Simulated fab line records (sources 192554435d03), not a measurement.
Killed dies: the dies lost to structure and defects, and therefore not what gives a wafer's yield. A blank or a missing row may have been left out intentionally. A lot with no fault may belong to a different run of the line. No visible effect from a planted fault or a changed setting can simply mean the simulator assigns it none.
Matching of chambers -- flow n5-finfet -- N5_BEOL_M5_CO_CAP_78 on cvd-co-02 has 3 sister chambers
The step material Co, precursor CCTBA/H2, target thk 2 nm, time 102.1 s. 6 wafers are shown with their chamber, then 7 later ones without.

== WAFERS PAIRED WITH THEIR CHAMBERS ==
wafer,chamber,heater-power-outer-w (W),heater-power-w (W)
L878.2,2,114,235
L880.5,1,112,204
L890.1,1,110,202
L890.5,0,128,221
L892.1,2,118,235
L892.2,0,128,226

== WAFERS WHOSE CHAMBER IS MISSING ==
wafer,heater-power-outer-w (W),heater-power-w (W)
L892.3,112,202
L896.2,129,229
L896.4,129,227
L896.6,119,235
L895.1,110,206
L895.4,113,204
L895.6,119,235

== WHICH CHAMBER EACH WENT THROUGH ==
wafer,from the rows above,in truth
L892.3,1,1
L896.2,0,0
L896.4,0,0
L896.6,2,2
L895.1,1,1
L895.4,1,1
L895.6,2,2
Correct placement for 7 of the 7. From these rows, 0 cannot be placed. Wrongly placed: 0.
How it was worked out, from the rows above alone: a wafer's distance from a chamber is the root of the sum, over the readings, of the square of ((its reading less the chamber's mean) divided by the reading's scatter). If the next closest chamber is less than 2 further off than the closest, the wafer can't be placed; otherwise it belongs to the closest. The mean given for a chamber averages the wafers shown for that chamber. How the scatter is found: for the shown wafers, subtract from each reading the mean of its chamber, square and add these, divide the total by (wafers less chambers), then take the root.
